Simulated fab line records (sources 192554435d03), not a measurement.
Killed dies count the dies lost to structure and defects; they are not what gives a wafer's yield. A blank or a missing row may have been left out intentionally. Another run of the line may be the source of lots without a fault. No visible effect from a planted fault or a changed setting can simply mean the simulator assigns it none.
Chamber matching :: flow n5Finfet :: 4 sister chambers for N5_FIN_CUT_STRIP_24 on rieDiel-01
The step strips in CF4. 22 wafers are shown with their chamber, then 11 later ones without.

WAFERS PAIRED WITH THEIR CHAMBERS
wafer: L080.3
chamber: 0
drypumpMotorCurrentA (A): 6.4
throttleValvePct (%): 13.32
oesProductAu (a.u.): 0.77

wafer: L080.4
chamber: 1
drypumpMotorCurrentA (A): 5.3
throttleValvePct (%): 13.65
oesProductAu (a.u.): 0.77

wafer: L080.5
chamber: 1
drypumpMotorCurrentA (A): 5.3
throttleValvePct (%): 13.63
oesProductAu (a.u.): 0.77

wafer: L081.1
chamber: 1
drypumpMotorCurrentA (A): 5.3
throttleValvePct (%): 13.64
oesProductAu (a.u.): 0.78

wafer: L081.5
chamber: 0
drypumpMotorCurrentA (A): 6.4
throttleValvePct (%): 13.32
oesProductAu (a.u.): 0.76

wafer: L081.6
chamber: 1
drypumpMotorCurrentA (A): 5.3
throttleValvePct (%): 13.65
oesProductAu (a.u.): 0.78

wafer: L082.1
chamber: 0
drypumpMotorCurrentA (A): 6.4
throttleValvePct (%): 13.34
oesProductAu (a.u.): 0.76

wafer: L082.5
chamber: 3
drypumpMotorCurrentA (A): 6.0
throttleValvePct (%): 13.99
oesProductAu (a.u.): 0.74

wafer: L082.6
chamber: 2
drypumpMotorCurrentA (A): 6.1
throttleValvePct (%): 13.40
oesProductAu (a.u.): 0.77

wafer: L083.2
chamber: 1
drypumpMotorCurrentA (A): 5.3
throttleValvePct (%): 13.67
oesProductAu (a.u.): 0.77

wafer: L083.3
chamber: 0
drypumpMotorCurrentA (A): 6.4
throttleValvePct (%): 13.34
oesProductAu (a.u.): 0.76

wafer: L083.4
chamber: 3
drypumpMotorCurrentA (A): 6.0
throttleValvePct (%): 14.00
oesProductAu (a.u.): 0.73

wafer: L089.1
chamber: 2
drypumpMotorCurrentA (A): 6.1
throttleValvePct (%): 13.40
oesProductAu (a.u.): 0.75

wafer: L089.4
chamber: 1
drypumpMotorCurrentA (A): 5.3
throttleValvePct (%): 13.69
oesProductAu (a.u.): 0.76

wafer: L089.6
chamber: 2
drypumpMotorCurrentA (A): 6.1
throttleValvePct (%): 13.42
oesProductAu (a.u.): 0.76

wafer: L091.1
chamber: 2
drypumpMotorCurrentA (A): 6.1
throttleValvePct (%): 13.44
oesProductAu (a.u.): 0.75

wafer: L091.3
chamber: 0
drypumpMotorCurrentA (A): 6.4
throttleValvePct (%): 13.38
oesProductAu (a.u.): 0.75

wafer: L091.6
chamber: 0
drypumpMotorCurrentA (A): 6.4
throttleValvePct (%): 13.38
oesProductAu (a.u.): 0.75

wafer: L092.1
chamber: 3
drypumpMotorCurrentA (A): 6.1
throttleValvePct (%): 14.04
oesProductAu (a.u.): 0.72

wafer: L092.4
chamber: 3
drypumpMotorCurrentA (A): 6.1
throttleValvePct (%): 14.04
oesProductAu (a.u.): 0.72

wafer: L092.6
chamber: 2
drypumpMotorCurrentA (A): 6.1
throttleValvePct (%): 13.44
oesProductAu (a.u.): 0.75

wafer: L093.3
chamber: 3
drypumpMotorCurrentA (A): 6.0
throttleValvePct (%): 14.04
oesProductAu (a.u.): 0.72

SIGNATURES, as means of the wafers listed above
reading: drypumpMotorCurrentA
chamber 0: 6.400
chamber 1: 5.300
chamber 2: 6.100
chamber 3: 6.040
scatter within a chamber: 0.0258

reading: throttleValvePct
chamber 0: 13.3467
chamber 1: 13.6550
chamber 2: 13.4200
chamber 3: 14.0220
scatter within a chamber: 0.0238

reading: oesProductAu
chamber 0: 0.7583
chamber 1: 0.7717
chamber 2: 0.7560
chamber 3: 0.7260
scatter within a chamber: 0.00819
Rule: distance of a wafer from a chamber = root of the sum over the readings of ((wafer's reading minus chamber's mean) / reading's scatter) squared. If the next closest chamber is less than 2 further off than the closest, the wafer can't be placed; otherwise it belongs to the closest. How the scatter is found: for the shown wafers, subtract from each reading the mean of its chamber, square and add these, divide the total by (wafers less chambers), then take the root.

WAFERS MISSING THEIR CHAMBER
wafer: L093.4
drypumpMotorCurrentA (A): 6.4
throttleValvePct (%): 13.40
oesProductAu (a.u.): 0.75

wafer: L093.5
drypumpMotorCurrentA (A): 6.0
throttleValvePct (%): 14.04
oesProductAu (a.u.): 0.72

wafer: L094.1
drypumpMotorCurrentA (A): 6.1
throttleValvePct (%): 14.05
oesProductAu (a.u.): 0.72

wafer: L094.2
drypumpMotorCurrentA (A): 5.3
throttleValvePct (%): 13.68
oesProductAu (a.u.): 0.76

wafer: L094.5
drypumpMotorCurrentA (A): 6.0
throttleValvePct (%): 14.03
oesProductAu (a.u.): 0.71

wafer: L096.1
drypumpMotorCurrentA (A): 6.1
throttleValvePct (%): 13.45
oesProductAu (a.u.): 0.75

wafer: L096.2
drypumpMotorCurrentA (A): 6.4
throttleValvePct (%): 13.42
oesProductAu (a.u.): 0.74

wafer: L096.6
drypumpMotorCurrentA (A): 6.4
throttleValvePct (%): 13.40
oesProductAu (a.u.): 0.75

wafer: L097.1
drypumpMotorCurrentA (A): 5.3
throttleValvePct (%): 13.71
oesProductAu (a.u.): 0.75

wafer: L097.3
drypumpMotorCurrentA (A): 6.4
throttleValvePct (%): 13.39
oesProductAu (a.u.): 0.74

wafer: L097.5
drypumpMotorCurrentA (A): 6.4
throttleValvePct (%): 13.40
oesProductAu (a.u.): 0.74

WHICH CHAMBER EACH ONE RAN IN
wafer: L093.4
from the rows above: 0
in truth: 0

wafer: L093.5
from the rows above: 3
in truth: 3

wafer: L094.1
from the rows above: 3
in truth: 3

wafer: L094.2
from the rows above: 1
in truth: 1

wafer: L094.5
from the rows above: 3
in truth: 3

wafer: L096.1
from the rows above: 2
in truth: 2

wafer: L096.2
from the rows above: 0
in truth: 0

wafer: L096.6
from the rows above: 0
in truth: 0

wafer: L097.1
from the rows above: 1
in truth: 1

wafer: L097.3
from the rows above: 0
in truth: 0

wafer: L097.5
from the rows above: 0
in truth: 0
11 of 11 placed correctly. Left unplaced by these rows: 0. Number placed wrongly: 0.
